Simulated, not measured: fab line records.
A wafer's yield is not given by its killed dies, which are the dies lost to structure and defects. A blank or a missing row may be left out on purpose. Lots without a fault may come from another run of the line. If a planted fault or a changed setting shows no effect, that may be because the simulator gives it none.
Matching of chambers | flow nand-harc | 3 sister chambers for NHARC_A_CHANNEL_HOLE_D1_DEP_01 on pecvd-01
The step deposits SiON, target thk 140 nm. 3 wafers are shown with their chamber, then 7 later ones without.

== WAFERS WITH THEIR CHAMBER ==
wafer  | chamber | heater-power-w (W)
L843.3 | 2       | 801
L856.2 | 1       | 697
L856.3 | 0       | 797

== WAFERS MISSING THEIR CHAMBER ==
wafer  | heater-power-w (W)
L856.4 | 737
L858.2 | 739
L858.4 | 748
L858.5 | 758
L860.1 | 688
L860.2 | 663
L860.3 | 808

== WHICH CHAMBER EACH WENT THROUGH ==
wafer  | from the rows above          | in truth
L856.4 | can't be placed: 1 or 0 or 2 | 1
L858.2 | can't be placed: 1 or 0 or 2 | 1
L858.4 | can't be placed: 0 or 1 or 2 | 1
L858.5 | can't be placed: 0 or 2 or 1 | 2
L860.1 | 1                            | 1
L860.2 | 1                            | 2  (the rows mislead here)
L860.3 | can't be placed: 2 or 0      | 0
Correctly placed: 1 of 7. Can't be placed from these rows: 5 (the true chamber is among the candidates in 5). Placed wrongly: 1.
How it was worked out, from the rows above alone: a wafer's distance from a chamber is the root of the sum, over the readings, of the square of ((its reading less the chamber's mean) divided by the reading's scatter). If the next closest chamber is less than 2 further off than the closest, the wafer can't be placed; otherwise it belongs to the closest. For every chamber, the mean is computed from those of its wafers that are shown. The scatter: with one shown wafer a chamber, the root of the mean of the squares of how far each hidden wafer lies from its nearest shown one.
